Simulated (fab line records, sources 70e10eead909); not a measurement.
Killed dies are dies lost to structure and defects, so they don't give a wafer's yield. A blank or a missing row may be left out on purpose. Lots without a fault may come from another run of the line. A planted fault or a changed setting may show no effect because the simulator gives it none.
A struck lot beside a sound one | flow nand_harc | 39 steps out of a route of 1159
Sound: wafers L785.3, L785.4, L785.5. Struck: wafers L788.1, L788.6. (L788.5 of the same lot was not struck and is left out.) The cause comes at the end.
At each step with rows: each side's tool, then ch and its chambers, then its first start. Under that, the readings that differ: sound wafers | struck wafers | difference of the means | sigmas: that difference in standard deviations of wafers without a fault.
alike: readings whose means differ by less than 2 such deviations, and words and numbers that are the same on both sides. not compared: withheld readings, readings that some wafer has no value for, bounds like >300 that may hide the same value, and numbers for which the record gives no deviation and whose values overlap.
The two part at a step that has a row with sigmas, a row that says differs or no value, or rows on one side only. Numbers that don't overlap but have no deviation are shown without sigmas and don't part them. A reading that every wafer of one side lacks parts them only if that side has two wafers or more.

NHARC_P_M1_OVL_MEAS_10: pitch 260 nm.
  sound on overlay-02, day 6 12:10; struck on overlay-02, day 7 12:01
  alike: overlay_x_nm, overlay_y_nm
NHARC_P_M1_INSPECT_11:
  sound on defect_inspect-01, day 6 12:11; struck on defect_inspect-02, day 7 12:03
  alike: raw_defect_count
then, 1 step without rows for these wafers: NHARC_P_M1_DESCUM_14 (chemistry O2, time 3 s).
NHARC_P_M1_ETCH_35: etches the open film in N2/H2, target depth 40 nm, overetch 12 nm, time 43.94 s.
  sound on rie_diel-03 ch 2,3, day 6 12:20; struck on rie_diel-10 ch 2, day 7 12:12
  alike: drypump_motor_current_A, oes_product_au, rf_vpp_V, showerhead_plenum_p_Torr, throttle_valve_pct
  not compared: rf_hours_counter_h
then, 1 step without rows for these wafers: NHARC_P_M1_ETCH_15 (etches the open film in C4F8/Ar, target depth 182.5 nm, time 91.2 s).
NHARC_P_M1_CD_MEAS_16:
  sound on cd_sem-01, day 6 12:34; struck on cd_sem-03, day 7 12:26
  alike: cd_nm
then, 3 steps without rows for these wafers: NHARC_P_M1_STRIP_18 (strips in N2/H2); NHARC_P_M1_ETCH_28 (etches the open film in CF4/N2, target depth 30 nm, time 72.99 s); NHARC_P_M1_STRIP_19 (strips in post etch residue remover, time 600 s).
NHARC_P_M1_DEGAS_29: time 60 s.
  sound on pvd_sputter-03, day 6 13:17; struck on pvd_sputter-02, day 7 13:08
  alike: heater_power_w
then, 2 steps without rows for these wafers: NHARC_P_M1_PRE_CLEAN_30 (time 30 s); NHARC_P_M1_PVD_20 (deposits TaN, target thk 5 nm, time 8.06 s).
NHARC_P_M1_PVD_21: deposits Cu, target thk 30 nm, time 20.49 s.
  sound on pvd_sputter-03, day 6 13:31; struck on pvd_sputter-02, day 7 13:22
  alike: throttle_valve_pct
then, 1 step without rows for these wafers: NHARC_P_M1_ECD_22 (material Cu, target thk 400 nm).
NHARC_P_M1_ANNEAL_31: time 90 s.
  sound on rtp_anneal-01 ch 0, day 6 14:10; struck on rtp_anneal-01 ch 0, day 7 13:52
  alike: wafer_temp_C_max
then, 3 steps without rows for these wafers: NHARC_P_M1_CMP_23 (polishes, t overpolish 20 s, target thk 157.82 nm); NHARC_P_M1_SRD_25; NHARC_P_M1_PRE_CLEAN_32 (time 12 s).
NHARC_P_M1_DEP_33: deposits SiCN, target thk 30 nm.
  sound on pecvd-02 ch 0,1, day 6 15:07; struck on pecvd-03 ch 0,1, day 7 14:50
  alike: heater_power_outer_w, heater_power_w
then, 10 steps without rows for these wafers: NHARC_P_M2_DEP_00 (deposits SiOC, target thk 182.5 nm); NHARC_P_M2_DEHYDRATE_01 (time 120 s); NHARC_P_M2_HMDS_02 (time 30 s); NHARC_P_M2_COAT_34 (time 65 s); NHARC_P_M2_COAT_03 (resist thk 90 nm); NHARC_P_M2_SOFTBAKE_04 (time 55 s); NHARC_P_M2_EBR_05; NHARC_P_M2_EXPOSE_06 (exposes mask P M2, target cd 170 nm); NHARC_P_M2_PEB_07 (peb time 65 s); NHARC_P_M2_DEVELOP_08 (develop time 35 s).
NHARC_P_M2_CD_MEAS_09: target cd 170 nm.
  sound on cd_sem-01 ch 0, day 6 16:17; struck on cd_sem-03 ch 0, day 7 16:04
  alike: cd_nm
NHARC_P_M2_OVL_MEAS_10: pitch 340 nm.
  sound on overlay-02, day 6 16:22; struck on overlay-02, day 7 16:10
  reading           | sound          | struck  | difference | sigmas
  overlay_y_nm (nm) | -1.9 -1.4 -1.4 | 0.3 0.6 | +2.0       | +3
  alike: overlay_x_nm
then, 3 steps without rows for these wafers: NHARC_P_M2_DESCUM_14 (chemistry O2, time 3 s); NHARC_P_M2_ETCH_35 (etches the open film in N2/H2, target depth 40 nm, overetch 12 nm, time 43.94 s); NHARC_P_M2_ETCH_15 (etches the open film in C4F8/Ar, target depth 182.5 nm, time 91.2 s).
NHARC_P_M2_CD_MEAS_16:
  sound on cd_sem-01, day 6 16:47; struck on cd_sem-01, day 7 16:34
  alike: cd_nm
then, 1 step without rows for these wafers: NHARC_P_M2_STRIP_18 (strips in N2/H2).
NHARC_P_M2_ETCH_28: etches the open film in CF4/N2, target depth 30 nm, time 72.99 s.
  sound on rie_diel-09 ch 0,1,3; struck on rie_diel-09 ch 2,3
  alike: drypump_motor_current_A, oes_product_au, rf_vpp_V, showerhead_plenum_p_Torr, throttle_valve_pct
  not compared: rf_hours_counter_h
then, 1 step without rows for these wafers: NHARC_P_M2_STRIP_19 (strips in post etch residue remover, time 600 s).
-- the record jumps here: 14 days lie between the struck wafers' starts before and after (it left off in module P_M2 and takes up again in module END, whose first step shown is number 1159 of the route) --
NHARC_END_SORT_01:
  sound on prober-02 ch 0, day 20 14:14; struck on prober-01 ch 0, day 21 09:32
  reading                  | sound          | struck    | difference | sigmas
  defect_limited_yield (%) | 97.5 96.5 97.3 | 88.9 87.7 | -8.8       | -5
  killed_at_periphery      | 2 0 1          | 63 71     | +66        | +21
  killed_dies              | 17 24 18       | 75 83     | +59        | +5
  sort_bin_2_pct (%)       | 0.9 1.0 0.6    | 5.8 5.6   | +4.9       | +7
  sort_bin_3_pct (%)       | 0 0.15 0       | 1.33 1.77 | +1.50      | +7
  sort_bin_4_pct (%)       | 1.6 2.4 2.1    | 4.0 4.9   | +2.4       | +2
  sort_n_pass              | 660 653 659    | 602 594   | -59        | -5
  sort_yield_pct (%)       | 97.5 96.5 97.3 | 88.9 87.7 | -8.8       | -5
  alike: killed_at_array, killed_at_other, killed_open, killed_short, sort_rim_yield_pct

WHERE THEY PART
First at NHARC_P_M2_OVL_MEAS_10; last, within this record, at NHARC_END_SORT_01.

WHY: what the simulator had put in
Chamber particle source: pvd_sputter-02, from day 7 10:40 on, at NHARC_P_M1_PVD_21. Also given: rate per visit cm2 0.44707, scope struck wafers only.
